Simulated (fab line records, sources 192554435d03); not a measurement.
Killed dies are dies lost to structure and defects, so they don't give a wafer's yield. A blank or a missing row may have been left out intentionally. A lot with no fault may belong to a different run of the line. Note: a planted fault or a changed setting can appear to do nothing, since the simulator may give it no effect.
Struck lot and sound lot, side by side ; flow n5_finfet ; 21 steps out of a route of 1938
Sound: these wafers, L336.1, L336.2, L336.4. The struck wafers were L348.2, L348.3, L348.4. The cause is named last.
Order at every step that has rows: each side's tool, ch and its chambers, its first start. Under that, the readings that differ: sound wafers ; struck wafers ; difference of the means ; sigmas: that difference in standard deviations of wafers without a fault.
alike: same words and numbers on both sides, and readings whose means sit less than 2 such deviations apart. not compared: any withheld reading, any reading some wafer has no value for, any bound like >300 that may hide the same value, and any number with overlapping values for which the record gives no deviation.
Wherever a step has rows on one side only, a row that says differs or no value, or a row with sigmas, the two part there. Numbers that don't overlap but have no deviation are shown without sigmas and don't part them. A reading that every wafer of one side lacks parts them only if that side has two wafers or more.

first, 10 steps without rows for these wafers: N5_MOL_CONTACT_COAG_DESCUM_45 (chemistry O2, time 7 s); N5_MOL_CONTACT_COAG_ETCH_65 (etches underlayer in N2/H2, target depth 13 nm, time 10.4 s); N5_MOL_CONTACT_COAG_ETCH_66 (etches SiARC in CF4, target depth 13 nm, time 21.7 s); N5_MOL_CONTACT_COAG_ALD_133 (deposits SiO2, target thk 5 nm, pulse time 1 s, co reactant pulse time 1 s); N5_MOL_CONTACT_COAG_ETCHBACK_134 (etches SiO2 in CHF3, target depth 10 nm, time 6.7 s); N5_MOL_CONTACT_COAG_ETCH_67 (etches SOC in N2/H2, target depth 60 nm, overetch 21 nm, time 101.2 s); N5_MOL_CONTACT_COAG_STRIP_68 (strips in N2/H2); N5_MOL_CONTACT_COAG_STRIP_69 (strips in N2/H2); N5_MOL_CONTACT_COAG_ETCHBACK_136 (etches SiO2 in CHF3, target depth 25 nm, time 16.7 s); N5_MOL_CONTACT_COAG_STRIP_120 (strips in CHF3).
N5_MOL_CONTACT_COAG_VIA_ETCH_117: etches SiO2 in C4F6/O2, target depth 40 nm, overetch 8 nm, time 26 s.
  sound on rie_diel-01 ch 0,2,3, day 5 12:46; struck on rie_diel-01 ch 0,1,3, day 8 09:58
  no value came back on the struck wafers for any of 8 readings (C4F6_flow_sccm (sccm), O2_flow_sccm (sccm) and others); on the sound wafers C4F6_flow_sccm (sccm) reads 10.00 10.01 9.98
reading;sound;struck;difference;sigmas
model.MOL_CONTACT_COAG.feature_depth_nm (nm);40.4 40.4 41;18.4 18.4 18.4;-22.2;
model.SOC_of_MOL_CONTACT_COAG_COAT_62.thk_nm (nm);51.6 51.6 51.8;57.2 57.2 57.2;+5.5;
N5_MOL_CONTACT_COAG_ETCH_124: etches SiNx in CH3F/O2, stops on SiOC, target depth 6.5 nm.
  sound on rie_diel-01 ch 0,2,3, day 5 12:47; struck on rie_diel-01 ch 0,1,3, day 8 09:59
reading;sound;struck;difference;sigmas
oes_product_au (a.u.);0.62 0.61 0.57;0.27 0.27 0.35;-0.30;-5
  alike: CH3F_flow_sccm, O2_flow_sccm, drypump_motor_current_A, rf_vpp_V, showerhead_plenum_p_Torr, throttle_valve_pct
  not compared: rf_hours_counter_h
N5_MOL_CONTACT_COAG_ETCH_48: etches SiOC in C4F6/O2, target depth 15 nm, overetch 4.5 nm, time 17 s.
  sound on rie_diel-01 ch 0,2,3, day 5 12:50; struck on rie_diel-01 ch 0,1,3, day 8 10:02
reading;sound;struck;difference;sigmas
C4F6_flow_sccm (sccm);10.03 9.95 10.07;9.88 9.98 9.94;-0.08;-3
oes_product_au (a.u.);0.59 0.57 0.57;0.28 0.26 0.35;-0.28;-4
model.SOC_of_MOL_CONTACT_COAG_COAT_62.thk_nm (nm);46 45.8 46;51.6 51.6 51.4;+5.6;
  alike: O2_flow_sccm, drypump_motor_current_A, rf_vpp_V, showerhead_plenum_p_Torr, throttle_valve_pct
  not compared: rf_hours_counter_h
then, 4 steps without rows for these wafers: N5_MOL_CONTACT_COAG_STRIP_72 (strips in N2/H2); N5_MOL_CONTACT_COAG_STRIP_49 (strips in N2/H2, time 30 s); N5_MOL_CONTACT_COAG_PRECLEAN_138 (cleans in alkaline clean, time 60 s); N5_MOL_CONTACT_COAG_SRD_139 (time 30 s).
N5_MOL_CONTACT_COAG_CD_MEAS_101: target cd 16 nm.
  sound on cd_sem-03, day 5 13:07; struck on cd_sem-01, day 8 10:19
reading;sound;struck;difference;sigmas
cd_nm (nm);15.7 16.7 15.8;- - -;no value on the struck wafers;
then, 1 step without rows for these wafers: N5_MOL_CONTACT_COAG_PRE_CLEAN_121.
N5_BEOL_M4_RC_MEAS_101:
  the record has rows for the sound wafers here (prober-02 ch 0, day 8 20:35) and none for the struck ones
-- here the record skips 7 days between the struck wafers' starts before and after, leaving off in module BEOL_M4 and picking up in module PASSIVATION (first step shown: number 1936 of the route) --
N5_PASSIVATION_PROBE_49:
  only the struck wafers here have rows in the record (prober-02, day 15 13:58); the sound ones have none

== WHERE THEY PART ==
Last at N5_PASSIVATION_PROBE_49 as far as this record goes, first at N5_MOL_CONTACT_COAG_VIA_ETCH_117.

WHY: the cause the simulator had injected
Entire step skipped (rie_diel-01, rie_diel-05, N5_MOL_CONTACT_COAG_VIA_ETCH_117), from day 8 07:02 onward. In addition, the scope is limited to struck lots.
